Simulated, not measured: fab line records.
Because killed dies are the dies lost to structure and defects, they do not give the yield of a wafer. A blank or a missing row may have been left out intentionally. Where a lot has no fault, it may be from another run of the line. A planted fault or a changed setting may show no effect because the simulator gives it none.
fab line records	flow n5-finfet
[record] lots = 24	wafers = 72	last-day = 17
route steps=1938 shown BEOL_M4@1021
lots untouched by any fault: they come from a run of this same line in which no faults occurred
start-h: start of the lot's first displayed wafer, in hours after the record's first day	wait-h: how many hours have passed since the lot's step before this one	" the same as in the row above	L1.1+2: several wafers, shown together as one row	- value missing, or start not given	* or withheld: withheld	< > ~ a bound
route shown NAME@n: a module of which the file shows steps, and the number in the route of the first	usual: mean/standard deviation of fault-free wafers	same: alike in all rows	chamber/n: place in a boat	sites: each site's reading	_std_site: how widely they spread, as a standard deviation	_edge_site: mean of outer sites minus mean of inner sites	radius-mm: how far each site lies from the wafer's centre	mask NAME#n: copy n	behind: tool/chamber where the wafer was last shaped	hold: what put the lot on hold/how long, in hours/how the hold closed	device: the transistor (n, p or np) that didn't switch	end of line: the same wafers' tests at the end of the route	a step with no rows: only its recipe	killed: at the first sort, the dies lost to defects and structure; wafer yield is something else	map: the dies of a wafer, with x for killed, . for not killed, _ for no die there
set.NAME: the run value of the setting; set.NAME@STEP: its run value at that earlier step	model.NAME: the simulator's own value behind a step, which no gauge read
steps of the route over a sample of lots; a table a step, a row a wafer
services: when a tool's chamber went out of use (start-h, in hours from the record's first day, below 0 if earlier), for how many hours, and the reason
[[steps]]
[step N5_BEOL_M4_ILD_DEP_00]
[recipe] material = SiOC	target-thk-a = 790	temp-c = 350	precursor = DEMS/O2	pressure-torr = 5	rf-w = 500	time-s = 15.3
[usual] heater-power-w = 465/60	showerhead-plenum-p-Torr = 5.698/0.013	showerhead-vpp-V = 1410/97	throttle-valve-pct = 12.0/0.65
lot.wafer	tool	chamber	start-h	wait-h	heater-power-w	showerhead-plenum-p-Torr	showerhead-vpp-V	throttle-valve-pct
L075.3	pecvd-03	0	152.66	0.0	413	5.687	1322	11.6
L075.4	"	0	"	"	395	5.680	1281	11.5
L075.6	"	2	"	"	449	5.692	1370	11.0
L074.1	pecvd-04	2	156.54	0.0	563	5.729	1514	13.0
L074.2	"	0	"	"	568	5.686	1551	12.3
L074.4	"	0	"	"	549	5.693	1555	12.6
L076.2	pecvd-03	1	166.81	0.0	388	5.690	1474	12.3
L076.3	"	0	"	"	412	5.703	1297	11.5
L076.5	"	0	"	"	403	5.686	1298	11.1
L077.4	pecvd-01	0	169.73	0.1	541	5.701	1351	12.4
L077.5	"	2	"	"	467	5.704	1407	11.6
L077.6	"	1	"	"	408	5.707	1201	13.1
L079.2	pecvd-03	0	183.00	0.0	444	5.695	1287	11.7
L079.3	"	1	"	"	401	5.692	1492	12.3
L079.6	"	0	"	"	454	5.702	1312	11.6
L078.1	pecvd-04	2	185.99	0.0	542	5.703	1507	12.9
L078.2	"	1	"	"	527	5.697	1468	12.1
L078.6	"	0	"	"	500	5.703	1564	12.9
L080.2	pecvd-03	1	188.05	0.0	365	5.689	1454	12.2
L080.3	"	0	"	"	449	5.702	1305	11.8
L080.6	"	1	"	"	374	5.679	1474	12.2
L081.2	pecvd-01	0	197.86	0.0	522	5.691	1313	12.7
L081.5	"	0	"	"	531	5.700	1339	12.6
L081.6	"	1	"	"	417	5.714	1199	13.0
L082.1	pecvd-03	2	201.94	0.0	405	5.691	1340	10.9
L082.3	"	1	"	"	415	5.689	1475	12.2
L082.4	"	1	"	"	415	5.687	1478	12.4
L083.1	pecvd-03	1	203.90	0.0	381	5.692	1506	12.4
L083.2	"	2	"	"	364	5.683	1357	11.2
L083.4	"	0	"	"	456	5.688	1318	11.7
L084.2	pecvd-04	0	219.64	0.0	481	5.707	1541	12.6
L084.3	"	1	"	"	505	5.690	1458	12.6
L084.6	"	0	"	"	478	5.686	1575	12.7
L087.3	pecvd-01	0	233.02	0.0	546	5.688	1332	12.4
L087.5	"	0	"	"	534	5.691	1326	12.5
L087.6	"	2	"	"	443	5.706	1387	11.4
L085.1	pecvd-01	1	239.81	0.0	472	5.711	1215	13.1
L085.3	"	0	"	"	548	5.705	1325	12.4
L085.4	"	0	"	"	545	5.698	1324	12.3
L086.2	pecvd-04	1	240.10	0.0	450	5.704	1449	12.2
L086.4	"	2	"	"	531	5.718	1486	11.3
L086.6	"	0	"	"	550	5.687	1556	12.7
L088.1	pecvd-04	0	252.71	0.0	562	5.691	1577	12.8
L088.5	"	1	"	"	433	5.706	1464	12.1
L088.6	"	2	"	"	535	5.717	1519	11.1
L089.3	pecvd-04	0	255.27	0.0	505	5.678	1556	12.9
L089.4	"	0	"	"	515	5.687	1579	12.6
L089.6	"	1	"	"	508	5.702	1500	12.1
L091.1	pecvd-01	2	257.65	0.0	525	5.717	1390	11.6
L091.2	"	0	"	"	512	5.702	1350	12.4
L091.6	"	0	"	"	522	5.690	1354	12.4
L090.2	pecvd-01	2	261.96	0.0	432	5.703	1398	11.4
L090.4	"	0	"	"	475	5.709	1340	12.5
L090.5	"	2	"	"	444	5.686	1394	11.4
L092.1	pecvd-01	0	264.37	0.0	508	5.692	1336	12.3
L092.4	"	2	"	"	477	5.701	1370	11.5
L092.6	"	0	"	"	512	5.703	1345	12.8
L093.1	pecvd-03	0	265.37	0.0	392	5.712	1304	11.5
L093.3	"	2	"	"	395	5.680	1368	11.0
L093.4	"	0	"	"	391	5.691	1315	11.6
L094.2	pecvd-03	2	267.69	0.0	433	5.688	1362	11.0
L094.3	"	1	"	"	362	5.699	1483	12.2
L094.5	"	0	"	"	443	5.684	1300	11.8
L095.4	pecvd-03	1	278.95	0.1	406	5.675	1461	12.2
L095.5	"	0	"	"	390	5.696	1308	11.9
L095.6	"	2	"	"	363	5.687	1358	11.1
L096.4	pecvd-04	1	293.60	0.1	489	5.703	1461	12.1
L096.5	"	0	"	"	492	5.693	1552	13.2
L096.6	"	2	"	"	538	5.717	1524	11.6
L097.1	pecvd-04	2	303.17	0.0	552	5.711	1493	11.4
L097.4	"	0	"	"	512	5.707	1550	12.7
L097.5	"	1	"	"	532	5.699	1453	12.3
[step N5_BEOL_M4_CD_MEAS_11]
[recipe] target-cd-nm = 16.79	landing-energy-ev = 500	detector = se-inlens	polarity = opening
[usual] cd-nm = 16.89/0.23
lot.wafer	tool	chamber	start-h	wait-h	cd-nm
L075.3	cd-sem-03	0	153.37	-	16.70
L075.4	"	0	"	"	16.76
L075.6	"	0	"	"	17.20
L074.1	cd-sem-02	0	158.29	-	16.80
L074.2	"	0	"	"	16.73
L074.4	"	0	"	"	16.92
L076.2	cd-sem-03	0	167.71	-	16.85
L076.3	"	0	"	"	17.17
L076.5	"	0	"	"	16.76
L077.4	cd-sem-02	0	172.86	-	16.78
L077.5	"	0	"	"	16.84
L077.6	"	0	"	"	16.56
L079.2	cd-sem-03	0	184.30	-	16.73
L079.3	"	0	"	"	16.63
L079.6	"	0	"	"	16.98
L078.1	cd-sem-02	0	188.19	-	16.80
L078.2	"	0	"	"	16.62
L078.6	"	0	"	"	16.75
L080.2	cd-sem-02	0	189.89	-	16.65
L080.3	"	0	"	"	16.84
L080.6	"	0	"	"	17.00
L081.2	cd-sem-02	0	198.42	-	16.90
L081.5	"	0	"	"	16.99
L081.6	"	0	"	"	16.81
L082.1	cd-sem-03	0	203.86	-	17.14
L082.3	"	0	"	"	16.76
L082.4	"	0	"	"	17.15
L083.1	cd-sem-02	0	204.53	-	17.27
L083.2	"	0	"	"	16.78
L083.4	"	0	"	"	16.80
L084.2	cd-sem-01	0	220.67	-	16.80
L084.3	"	0	"	"	16.61
L084.6	"	0	"	"	17.19
L087.3	cd-sem-03	0	234.78	-	17.10
L087.5	"	0	"	"	16.69
L087.6	"	0	"	"	16.90
L085.1	cd-sem-02	0	240.90	-	17.44
L085.3	"	0	"	"	16.93
L085.4	"	0	"	"	16.93
L086.2	cd-sem-03	0	241.00	-	16.83
L086.4	"	0	"	"	16.93
L086.6	"	0	"	"	16.63
L088.1	cd-sem-03	0	255.41	-	16.95
L088.5	"	0	"	"	16.75
L088.6	"	0	"	"	16.63
L089.3	cd-sem-02	0	256.87	-	16.61
L089.4	"	0	"	"	16.97
L089.6	"	0	"	"	17.35
L091.1	cd-sem-03	0	261.43	-	16.76
L091.2	"	0	"	"	17.13
L091.6	"	0	"	"	16.80
L090.2	cd-sem-01	0	263.80	-	17.14
L090.4	"	0	"	"	16.85
L090.5	"	0	"	"	16.83
L092.1	cd-sem-01	0	264.94	-	16.28
L092.4	"	0	"	"	16.59
L092.6	"	0	"	"	16.97
L093.1	cd-sem-02	0	267.62	-	17.10
L093.3	"	0	"	"	16.93
L093.4	"	0	"	"	16.90
L094.2	cd-sem-02	0	269.29	-	16.83
L094.3	"	0	"	"	16.96
L094.5	"	0	"	"	16.88
L095.4	cd-sem-02	0	280.54	-	17.23
L095.5	"	0	"	"	17.27
L095.6	"	0	"	"	17.19
L096.4	cd-sem-02	0	294.27	-	16.67
L096.5	"	0	"	"	16.37
L096.6	"	0	"	"	16.96
L097.1	cd-sem-01	0	304.96	-	16.85
L097.4	"	0	"	"	16.40
L097.5	"	0	"	"	17.13
[step N5_BEOL_M4_CD_MEAS_28]
[recipe] target-cd-nm = 26.2	landing-energy-ev = 500	detector = se-inlens	target-cd-y-nm = 24.1	polarity = opening
[usual] cd-nm = 26.27/0.29
lot.wafer	tool	chamber	start-h	wait-h	cd-nm
L075.3	cd-sem-01	0	154.25	-	26.53
L075.4	"	0	"	"	26.14
L075.6	"	0	"	"	26.21
L074.1	cd-sem-02	0	159.32	-	26.49
L074.2	"	0	"	"	26.30
L074.4	"	0	"	"	26.21
L076.2	cd-sem-01	0	168.66	-	25.90
L076.3	"	0	"	"	25.59
L076.5	"	0	"	"	26.29
L077.4	cd-sem-01	0	173.92	-	26.47
L077.5	"	0	"	"	26.24
L077.6	"	0	"	"	26.47
L079.2	cd-sem-03	0	185.52	-	26.25
L079.3	"	0	"	"	25.78
L079.6	"	0	"	"	26.53
L078.1	cd-sem-01	0	189.25	-	26.56
L078.2	"	0	"	"	26.29
L078.6	"	0	"	"	26.27
L080.2	cd-sem-02	0	190.93	-	26.16
L080.3	"	0	"	"	26.11
L080.6	"	0	"	"	26.21
L081.2	cd-sem-03	0	199.40	-	26.39
L081.5	"	0	"	"	26.35
L081.6	"	0	"	"	26.07
L082.1	cd-sem-02	0	204.83	-	25.98
L082.3	"	0	"	"	25.51
L082.4	"	0	"	"	26.08
L083.1	cd-sem-01	0	205.69	-	25.99
L083.2	"	0	"	"	26.60
L083.4	"	0	"	"	26.25
L084.2	cd-sem-02	0	221.67	-	26.45
L084.3	"	0	"	"	27.02
L084.6	"	0	"	"	26.39
L087.3	cd-sem-03	0	235.79	-	26.14
L087.5	"	0	"	"	25.80
L087.6	"	0	"	"	26.55
L085.1	cd-sem-03	0	241.78	-	25.98
L085.3	"	0	"	"	26.06
L085.4	"	0	"	"	26.22
L086.2	cd-sem-03	0	241.88	-	26.39
L086.4	"	0	"	"	26.01
L086.6	"	0	"	"	26.36
L088.1	cd-sem-03	0	256.41	-	26.56
L088.5	"	0	"	"	26.04
L088.6	"	0	"	"	25.91
L089.3	cd-sem-01	0	257.95	-	26.35
L089.4	"	0	"	"	26.16
L089.6	"	0	"	"	25.84
L091.1	cd-sem-01	0	262.50	-	26.25
L091.2	"	0	"	"	26.07
L091.6	"	0	"	"	26.24
L090.2	cd-sem-02	0	264.88	-	25.99
L090.4	"	0	"	"	26.28
L090.5	"	0	"	"	26.05
L092.1	cd-sem-02	0	265.87	-	26.19
L092.4	"	0	"	"	26.10
L092.6	"	0	"	"	26.47
L093.1	cd-sem-01	0	268.63	-	26.51
L093.3	"	0	"	"	26.62
L093.4	"	0	"	"	27.01
L094.2	cd-sem-01	0	270.45	-	26.47
L094.3	"	0	"	"	26.51
L094.5	"	0	"	"	26.93
L095.4	cd-sem-03	0	281.42	-	27.00
L095.5	"	0	"	"	26.40
L095.6	"	0	"	"	26.48
L096.4	cd-sem-03	0	295.15	-	26.48
L096.5	"	0	"	"	26.08
L096.6	"	0	"	"	26.44
L097.1	cd-sem-02	0	305.96	-	26.32
L097.4	"	0	"	"	26.26
L097.5	"	0	"	"	26.36
[step N5_BEOL_M4_ALD_98]
[recipe] material = SiO2	target-thk-a = 25	temp-c = 100	ald-precursor-family = BDEAS	ald-co-reactant = O2-plasma	pulse-time-s = 1	co-reactant-pulse-time-s = 1	purge-time-s = 2	co-reactant-purge-time-s = 2	ald-cycles = 17	pressure-torr = 2
[usual] heater-power-w = 77/7.8	precursor-pulse-height-rel = 1.002/0.022
lot.wafer	tool	chamber	start-h	wait-h	heater-power-w	precursor-pulse-height-rel
L075.3	ald-sin-01	3	154.50	0.1	76	0.999
L075.4	"	2	"	"	82	0.996
L075.6	"	0	"	"	67	0.996
L074.1	ald-sin-03	1	159.66	0.1	65	0.997
L074.2	"	0	"	"	86	1.020
L074.4	"	3	"	"	79	0.994
L076.2	ald-sin-04	1	168.92	0.1	66	1.040
L076.3	"	0	"	"	71	0.963
L076.5	"	3	"	"	82	0.988
L077.4	ald-sin-01	0	174.78	0.3	67	1.000
L077.5	"	1	"	"	82	1.014
L077.6	"	0	"	"	68	1.011
L079.2	ald-sin-01	2	186.17	0.5	84	1.009
L079.3	"	0	"	"	68	0.961
L079.6	"	1	"	"	82	1.020
L078.1	ald-sin-03	1	189.89	0.4	64	0.994
L078.2	"	0	"	"	88	1.048
L078.6	"	1	"	"	65	1.023
L080.2	ald-sin-03	0	191.19	0.1	84	0.995
L080.3	"	3	"	"	80	1.005
L080.6	"	2	"	"	81	0.990
L081.2	ald-sin-03	1	200.55	0.9	65	0.986
L081.5	"	1	"	"	64	1.009
L081.6	"	3	"	"	81	1.008
L082.1	ald-sin-03	3	205.64	0.5	80	0.969
L082.3	"	0	"	"	89	1.010
L082.4	"	1	"	"	66	1.018
L083.1	ald-sin-03	3	206.26	0.4	79	0.942
L083.2	"	2	"	"	86	0.966
L083.4	"	0	"	"	87	0.990
L084.2	ald-sin-03	2	222.03	0.1	80	0.989
L084.3	"	1	"	"	67	0.992
L084.6	"	0	"	"	88	1.031
L087.3	ald-sin-04	3	236.21	0.2	80	1.014
L087.5	"	1	"	"	68	1.000
L087.6	"	0	"	"	72	0.995
L085.1	ald-sin-04	1	242.43	0.1	66	1.049
L085.3	"	2	"	"	78	0.974
L085.4	"	3	"	"	80	1.015
L086.2	ald-sin-01	0	242.74	0.1	66	1.001
L086.4	"	2	"	"	83	0.997
L086.6	"	0	"	"	68	1.018
L088.1	ald-sin-01	2	256.76	0.1	83	1.000
L088.5	"	0	"	"	67	0.999
L088.6	"	1	"	"	82	0.982
L089.3	ald-sin-03	1	259.71	1.6	65	1.032
L089.4	"	0	"	"	88	1.018
L089.6	"	2	"	"	84	0.966
L091.1	ald-sin-04	2	263.07	0.4	82	1.019
L091.2	"	1	"	"	67	1.023
L091.6	"	0	"	"	70	0.995
L090.2	ald-sin-01	3	265.32	0.2	78	1.016
L090.4	"	1	"	"	81	1.031
L090.5	"	2	"	"	83	0.965
L092.1	ald-sin-03	2	266.32	0.2	85	0.986
L092.4	"	0	"	"	88	1.031
L092.6	"	1	"	"	67	0.991
L093.1	ald-sin-03	0	268.89	0.1	88	0.998
L093.3	"	1	"	"	67	0.987
L093.4	"	2	"	"	84	0.999
L094.2	ald-sin-04	1	271.31	0.6	68	0.994
L094.3	"	2	"	"	81	0.978
L094.5	"	1	"	"	67	1.036
L095.4	ald-sin-01	0	281.75	0.1	66	1.010
L095.5	"	0	"	"	67	0.972
L095.6	"	3	"	"	78	1.024
L096.4	ald-sin-03	1	295.86	0.1	66	0.978
L096.5	"	2	"	"	84	0.988
L096.6	"	3	"	"	78	1.023
L097.1	ald-sin-01	3	306.22	0.1	77	0.977
L097.4	"	1	"	"	83	1.041
L097.5	"	2	"	"	81	0.984
[step N5_BEOL_M4_SPUTTER_86]
[recipe] material = Cu	target-thk-a = 45	temp-c = -20	chamber-pressure-pa = 0.07	power-w = withheld	time-s = 8.29
[usual] chuck-gas-flow-sccm = 1.26/0.05	throttle-valve-pct = 29.9/0.88
lot.wafer	tool	chamber	start-h	wait-h	chuck-gas-flow-sccm	throttle-valve-pct
L075.3	pvd-sputter-03	-	161.49	0.1	1.19	29.3
L075.4	"	-	"	"	1.34	31.6
L075.6	"	-	"	"	1.31	29.4
L074.1	pvd-sputter-02	-	164.42	0.1	1.25	31.1
L074.2	"	-	"	"	1.19	29.5
L074.4	"	-	"	"	1.27	29.5
L076.2	pvd-sputter-03	-	176.25	0.1	1.33	31.6
L076.3	"	-	"	"	1.27	28.9
L076.5	"	-	"	"	1.36	29.1
L077.4	pvd-sputter-03	-	179.99	0.1	1.25	30.3
L077.5	"	-	"	"	1.17	31.7
L077.6	"	-	"	"	1.32	29.2
L079.2	pvd-sputter-01	-	190.37	0.1	1.30	29.0
L079.3	"	-	"	"	1.24	29.9
L079.6	"	-	"	"	1.26	29.1
L078.1	pvd-sputter-02	-	194.62	0.1	1.17	29.2
L078.2	"	-	"	"	1.33	31.0
L078.6	"	-	"	"	1.29	29.3
L080.2	pvd-sputter-01	-	197.49	0.1	1.22	30.1
L080.3	"	-	"	"	1.30	29.7
L080.6	"	-	"	"	1.26	30.0
L081.2	pvd-sputter-02	-	202.60	0.1	1.27	31.2
L081.5	"	-	"	"	1.23	29.5
L081.6	"	-	"	"	1.18	30.1
L082.1	pvd-sputter-03	-	210.08	0.1	1.39	31.7
L082.3	"	-	"	"	1.16	29.1
L082.4	"	-	"	"	1.22	30.2
L083.1	pvd-sputter-02	-	210.32	0.1	1.28	29.5
L083.2	"	-	"	"	1.24	29.5
L083.4	"	-	"	"	1.28	30.0
L084.2	pvd-sputter-01	-	227.03	0.1	1.26	29.9
L084.3	"	-	"	"	1.19	28.0
L084.6	"	-	"	"	1.25	29.2
L087.3	pvd-sputter-01	-	240.70	0.1	1.32	30.0
L087.5	"	-	"	"	1.21	30.1
L087.6	"	-	"	"	1.16	28.3
L085.1	pvd-sputter-02	-	247.27	0.1	1.26	30.0
L085.3	"	-	"	"	1.18	29.2
L085.4	"	-	"	"	1.28	30.7
L086.2	pvd-sputter-01	-	247.28	0.1	1.22	29.0
L086.4	"	-	"	"	1.20	28.3
L086.6	"	-	"	"	1.24	28.1
L088.1	pvd-sputter-02	-	265.67	0.1	1.22	30.5
L088.5	"	-	"	"	1.21	29.5
L088.6	"	-	"	"	1.23	30.1
L089.3	pvd-sputter-03	-	265.72	0.1	1.29	29.2
L089.4	"	-	"	"	1.20	30.5
L089.6	"	-	"	"	1.21	28.9
L091.1	pvd-sputter-02	-	267.59	0.1	1.27	29.4
L091.2	"	-	"	"	1.27	29.4
L091.6	"	-	"	"	1.27	29.5
L090.2	pvd-sputter-02	-	269.53	0.1	1.35	29.3
L090.4	"	-	"	"	1.24	29.3
L090.5	"	-	"	"	1.16	30.2
L092.1	pvd-sputter-01	-	270.51	0.1	1.22	29.7
L092.4	"	-	"	"	1.25	30.3
L092.6	"	-	"	"	1.27	30.3
L093.1	pvd-sputter-03	-	271.14	0.1	1.24	30.3
L093.3	"	-	"	"	1.27	30.0
L093.4	"	-	"	"	1.25	29.0
L094.2	pvd-sputter-03	-	274.05	0.1	1.23	29.2
L094.3	"	-	"	"	1.26	30.3
L094.5	"	-	"	"	1.24	30.5
L095.4	pvd-sputter-01	-	293.53	0.1	1.33	28.4
L095.5	"	-	"	"	1.18	29.9
L095.6	"	-	"	"	1.23	28.0
L096.4	pvd-sputter-03	-	298.55	0.1	1.26	30.3
L096.5	"	-	"	"	1.33	31.8
L096.6	"	-	"	"	1.24	29.2
L097.1	pvd-sputter-01	-	309.10	0.1	1.23	30.0
L097.4	"	-	"	"	1.26	28.3
L097.5	"	-	"	"	1.26	29.1
[step N5_BEOL_M4_PRE_CLEAN_60]
[recipe] gas = NH3/H2	time-s = 15	temp-c = *	rf-power-w = 300
[usual] heater-power-w = 90/6.4
lot.wafer	tool	chamber	start-h	wait-h	heater-power-w
L075.3	cvd-co-01	2	163.42	0.0	88
L075.4	"	0	"	"	100
L075.6	"	1	"	"	92
L074.1	cvd-co-02	0	166.34	0.0	95
L074.2	"	1	"	"	80
L074.4	"	1	"	"	84
L076.2	cvd-co-01	2	178.17	0.0	93
L076.3	"	0	"	"	97
L076.5	"	1	"	"	91
L077.4	cvd-co-02	0	181.93	0.1	95
L077.5	"	1	"	"	83
L077.6	"	2	"	"	84
L079.2	cvd-co-01	1	192.29	0.0	92
L079.3	"	0	"	"	98
L079.6	"	2	"	"	94
L078.1	cvd-co-02	0	196.85	0.0	93
L078.2	"	1	"	"	81
L078.6	"	2	"	"	83
L080.2	cvd-co-02	0	199.57	0.0	95
L080.3	"	2	"	"	85
L080.6	"	1	"	"	81
L081.2	cvd-co-01	2	204.81	0.0	92
L081.5	"	1	"	"	91
L081.6	"	0	"	"	98
L082.1	cvd-co-01	1	212.07	0.0	92
L082.3	"	0	"	"	99
L082.4	"	0	"	"	100
L083.1	cvd-co-01	1	215.99	0.0	90
L083.2	"	2	"	"	93
L083.4	"	0	"	"	98
L084.2	cvd-co-02	2	228.96	0.0	82
L084.3	"	1	"	"	82
L084.6	"	0	"	"	94
L087.3	cvd-co-01	2	242.63	0.0	91
L087.5	"	1	"	"	91
L087.6	"	0	"	"	99
L085.1	cvd-co-02	2	249.19	0.0	84
L085.3	"	0	"	"	95
L085.4	"	0	"	"	98
L086.2	cvd-co-01	2	249.20	0.0	93
L086.4	"	2	"	"	95
L086.6	"	1	"	"	89
L089.3	cvd-co-01	1	267.67	0.0	90
L089.4	"	1	"	"	90
L089.6	"	0	"	"	98
L088.1	cvd-co-02	2	267.86	0.0	83
L088.5	"	2	"	"	82
L088.6	"	1	"	"	84
L091.1	cvd-co-02	0	269.55	0.0	96
L091.2	"	1	"	"	82
L091.6	"	0	"	"	92
L090.2	cvd-co-01	1	271.72	0.0	92
L090.4	"	2	"	"	92
L090.5	"	1	"	"	90
L092.1	cvd-co-02	1	272.45	0.0	83
L092.4	"	0	"	"	95
L092.6	"	2	"	"	84
L093.1	cvd-co-02	2	273.36	0.1	84
L093.3	"	0	"	"	96
L093.4	"	2	"	"	84
L094.2	cvd-co-02	0	276.26	0.0	96
L094.3	"	2	"	"	81
L094.5	"	1	"	"	82
L095.4	cvd-co-02	2	295.48	0.1	82
L095.5	"	1	"	"	81
L095.6	"	0	"	"	97
L096.4	cvd-co-02	0	300.51	0.1	98
L096.5	"	2	"	"	82
L096.6	"	1	"	"	81
L097.1	cvd-co-02	2	311.03	0.0	85
L097.4	"	0	"	"	95
L097.5	"	2	"	"	83
[[services]]
tool	chamber	start-h	hours	kind
ald-sin-01	3	158.58	5.2	repair
ald-sin-03	-	161.72	6.1	pm
pvd-sputter-02	-	166.21	1.9	repair
cvd-co-02	-	167.00	2.8	pm
ald-sin-04	-	176.75	14.0	pm
cvd-co-01	-	181.82	6.9	pm
pvd-sputter-03	-	186.93	2.6	repair
cvd-co-02	-	188.95	6.0	pm
ald-sin-03	0	197.94	3.1	repair
ald-sin-01	-	199.15	6.0	pm
cvd-co-01	-	201.31	1.5	repair
cvd-co-02	2	203.30	12.0	repair
ald-sin-01	3	211.06	9.5	repair
ald-sin-03	-	228.96	28.1	pm
ald-sin-01	3	239.15	3.4	repair
pecvd-01	1	246.46	25.7	repair
pecvd-03	-	250.52	2.8	pm
cvd-co-01	-	257.08	2.8	pm
ald-sin-01	0	272.91	6.6	repair
ald-sin-03	0	279.01	15.9	repair
cvd-co-01	-	281.73	4.3	pm
pecvd-04	-	299.98	0.4	repair
pvd-sputter-01	-	301.73	2.1	repair
pvd-sputter-01	-	310.66	1.0	repair
[[key]]
fault none
